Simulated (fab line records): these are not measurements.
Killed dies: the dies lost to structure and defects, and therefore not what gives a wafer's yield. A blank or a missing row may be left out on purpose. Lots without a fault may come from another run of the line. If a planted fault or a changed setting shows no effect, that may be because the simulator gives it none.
Which tool did it? | flow n5Finfet | 9 lots with 25 wafers sampled at 5 steps, on a route of 1938 steps

## WHAT EACH GAUGE READ, for each wafer
N5_BEOL_M4_RC_MEAS_101.
lot  | measured     | on        | DIBL_N (mV/V)
L471 | day 9 02:56  | prober-02 | 40.5 37.7 38.3
L474 | day 9 23:44  | prober-02 | 39.5 39.0 37.1
L476 | day 9 17:14  | prober-01 | 35.3 32.8 32.1
L477 | day 10 02:48 | prober-01 | 35.0 36.8 34.8
L480 | day 11 02:28 | prober-02 | 35.8 35.8 36.0
L483 | day 11 13:39 | prober-02 | 34.3 39.3 37.2
L484 | day 12 06:08 | prober-01 | 36.4 31.1
L491 | day 15 04:58 | prober-02 | 34.8 33.9
L492 | day 14 08:18 | prober-02 | 38.0 37.7 35.5

## EACH LOT AND THE TOOL THAT RAN IT (in order: tool; ch and the chambers of the sampled wafers; start)
lot  | N5_BEOL_M0_SAQP_SPACER1_ETCHBACK_99 | N5_BEOL_M0_SAQP_ETCH_106         | N5_BEOL_M0_SAQP_DESCUM_45         | N5_BEOL_M0_SAQP_ETCH_88
L471 | rieDiel-02 ch 0,1,2, day 6 19:39    | rieDiel-02 ch 0,2, day 6 20:34   | rieDiel-04 ch 1,2, day 7 00:44    | rieDiel-04 ch 1,2, day 7 00:46
L474 | rieDiel-04 ch 0,2,3, day 6 23:34    | rieDiel-05 ch 1,2,3, day 7 00:35 | rieDiel-02 ch 2,3, day 7 03:22    | rieDiel-02 ch 2,3, day 7 03:23
L476 | rieDiel-05 ch 0,1,3, day 7 10:21    | rieDiel-05 ch 0,2, day 7 11:15   | rieDiel-04 ch 1,2,3, day 7 12:52  | rieDiel-04 ch 1,2,3, day 7 12:53
L477 | rieDiel-04 ch 0,2,3, day 7 19:10    | rieDiel-05 ch 2,3, day 7 20:04   | rieDiel-02 ch 1,2,3, day 7 21:36  | rieDiel-02 ch 1,2,3, day 7 21:38
L480 | rieDiel-05 ch 0,2,3, day 8 18:19    | rieDiel-04 ch 0,2,3, day 8 19:13 | rieDiel-02 ch 1,2,3, day 8 21:30  | rieDiel-02 ch 1,2,3, day 8 21:32
L483 | rieDiel-02 ch 1,2,3, day 9 10:51    | rieDiel-05 ch 1,3, day 9 11:50   | rieDiel-05 ch 1,2,3, day 9 13:27  | rieDiel-05 ch 1,2,3, day 9 13:29
L484 | rieDiel-04 ch 3, day 9 16:16        | rieDiel-04 ch 2,3, day 9 17:23   | rieDiel-02 ch 0,1, day 9 18:55    | rieDiel-02 ch 0,1, day 9 18:56
L491 | rieDiel-02 ch 0, day 11 01:17       | rieDiel-05 ch 0,1, day 11 02:13  | rieDiel-05 ch 1,2, day 11 03:49   | rieDiel-05 ch 1,2, day 11 03:50
L492 | rieDiel-05 ch 2,3, day 11 09:20     | rieDiel-02 ch 1,3, day 11 10:14  | rieDiel-04 ch 0,1,2, day 11 11:43 | rieDiel-04 ch 0,1,2, day 11 11:45
- N5_BEOL_M0_SAQP_SPACER1_ETCHBACK_99: etches SiO2 in CHF3/O2, target depth 15.4 nm, time 7.7 s.
- N5_BEOL_M0_SAQP_ETCH_106: etches SOC in N2/H2, stops on SiNx, target depth 150 nm.
- N5_BEOL_M0_SAQP_DESCUM_45: chemistry O2, time 7 s.
- N5_BEOL_M0_SAQP_ETCH_88: etches underlayer in N2/H2, target depth 6.5 nm, time 5.2 s.

## THE ANSWER, worked out from the rows above alone
Rule: the usual values come from the lots themselves. Put in order of their means at a reading, lots are off if they are a third of the lots or fewer, leave a main group of 4 or more, and stand apart from it by a gap of 3 or more times the standard deviation of the main group's means; of several such gaps the widest counts. The tables above print the reading to a certain number of digits; a main group whose means all agree to those digits is not used. Also off: a lot with no number at a reading for which 4 or more lots have one. All remaining lots with rows at the step are treated as sound.
Across all readings shown, no lot is off: no conclusion can be drawn from this.

## WHAT THE SIMULATOR HAD PUT IN
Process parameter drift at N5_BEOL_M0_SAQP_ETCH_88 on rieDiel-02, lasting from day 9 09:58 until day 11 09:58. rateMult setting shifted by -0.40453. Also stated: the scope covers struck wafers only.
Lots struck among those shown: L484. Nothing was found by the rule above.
